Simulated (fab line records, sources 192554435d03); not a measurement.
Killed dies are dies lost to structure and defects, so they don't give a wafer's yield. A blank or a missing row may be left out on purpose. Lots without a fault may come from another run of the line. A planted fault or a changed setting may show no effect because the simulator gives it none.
Split-lot experiment | flow n5_finfet | 7 lots, 21 wafers read, on a route of 1938 steps

THE SPLIT
At N5_BEOL_M15_ILD_DEP_00 (deposits SiO2 from TEOS/O2, target thk 1629.3 nm, time 346.1 s), the setting time_s was moved away from the recipe's 346.1 s on 6 of the 21 wafers read, by -11.4% to +12.0%. The other wafers ran this setting at the recipe's value.

The file shows no step between the split and the reading.

THE READING
M15_ILD_THK, in nm, at N5_BEOL_M15_THK_MEAS_01. Fault-free wafers of this fab line usually give 1626 nm, standard deviation 24 nm.

wafer  | tool, chamber at the split | time_s as run, s | against the recipe | M15_ILD_THK, nm | against lot-mates on the recipe
L077.4 | pecvd-03, 2                | 346.1            | recipe             | 1648            | -
L077.5 | pecvd-03, 0                | 346.1            | recipe             | 1649            | -
L077.6 | pecvd-03, 2                | 346.1            | recipe             | 1651            | -
L076.3 | pecvd-01, 2                | 346.1            | recipe             | 1631            | -
L076.4 | pecvd-01, 0                | 346.1            | recipe             | 1648            | -
L076.5 | pecvd-01, 2                | 346.1            | recipe             | 1664            | -
L083.1 | pecvd-02, 1                | 387.8            | +12.0%             | 1766            | +146
L083.5 | pecvd-02, 2                | 346.1            | recipe             | 1609            | -
L083.6 | pecvd-02, 0                | 346.1            | recipe             | 1631            | -
L085.1 | pecvd-01, 2                | 346.1            | recipe             | 1625            | -
L085.2 | pecvd-01, 1                | 346.1            | recipe             | 1596            | -
L085.4 | pecvd-01, 2                | 346.1            | recipe             | 1616            | -
L088.1 | pecvd-03, 0                | 346.1            | recipe             | 1613            | -
L088.2 | pecvd-03, 1                | 366.9            | +6.0%              | 1756            | +143
L088.3 | pecvd-03, 2                | 366.9            | +6.0%              | 1712            | +99
L090.1 | pecvd-02, 1                | 346.1            | recipe             | 1593            | -
L090.2 | pecvd-02, 0                | 363.1            | +4.9%              | 1697            | +104
L090.3 | pecvd-02, 2                | 363.1            | +4.9%              | 1714            | +121
L092.1 | pecvd-01, 2                | 346.1            | recipe             | 1638            | -
L092.2 | pecvd-01, 0                | 346.1            | recipe             | 1608            | -
L092.6 | pecvd-01, 2                | 306.6            | -11.4%             | 1461            | -162

THE FIT
A straight line over all 21 wafers: M15_ILD_THK changes by +14.1 nm for each +1% of time_s; r = +0.94; the points scatter about the line by 23 nm.
The same after taking each lot's own level away (the mean of its wafers on the recipe; 21 wafers): +15.3 nm for each +1%; r = +0.96; scatter 21 nm.
On that fit, the largest move of time_s shifts the reading by 1.8e+02 nm.
The lots' own levels span 1593.0 to 1649.3 nm, that is 2.3 times the standard deviation above.
So the lot-to-lot level changes the slope little: the two slopes agree.
Check: with one of the wafers moved furthest among these (+12.0%) left out of the fit, the line predicts +215 nm for it against its lot-mates. It came out at +146 nm against them.

THE WHOLE CHAIN: every reading that the file lists as answering this split, in the file's order
step                    | what it does                                                   | reading                                                                             | change (the file's fit)              | r (the file's)
N5_BEOL_M15_ILD_DEP_00  | deposits SiO2 from TEOS/O2, target thk 1629.3 nm, time 346.1 s | SiO2_of_BEOL_M15_ILD_DEP_00.thk_nm (the simulator's own value, which no gauge read) | +14.6 nm for each +1% of the setting | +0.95
N5_BEOL_M15_THK_MEAS_01 |                                                                | M15_ILD_THK                                                                         | +14.6 for each +1% of the setting    | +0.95
N5_BEOL_M15_VIA_ETCH_16 | etches SiO2 in C4F8/O2/Ar, target depth 1792.2 nm              | etch.depth_nm (the simulator's own value, which no gauge read)                      | +14.6 nm for each +1% of the setting | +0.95
N5_BEOL_M15_VIA_ETCH_16 | etches SiO2 in C4F8/O2/Ar, target depth 1792.2 nm              | coat_of_BEOL_M15_COAT_04.thk_nm (the simulator's own value, which no gauge read)    | -3.5 nm for each +1% of the setting  | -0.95

THE FILE'S OWN FIT
M15_ILD_THK changes by +14.6 nm for each +1% of time_s, r = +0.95.
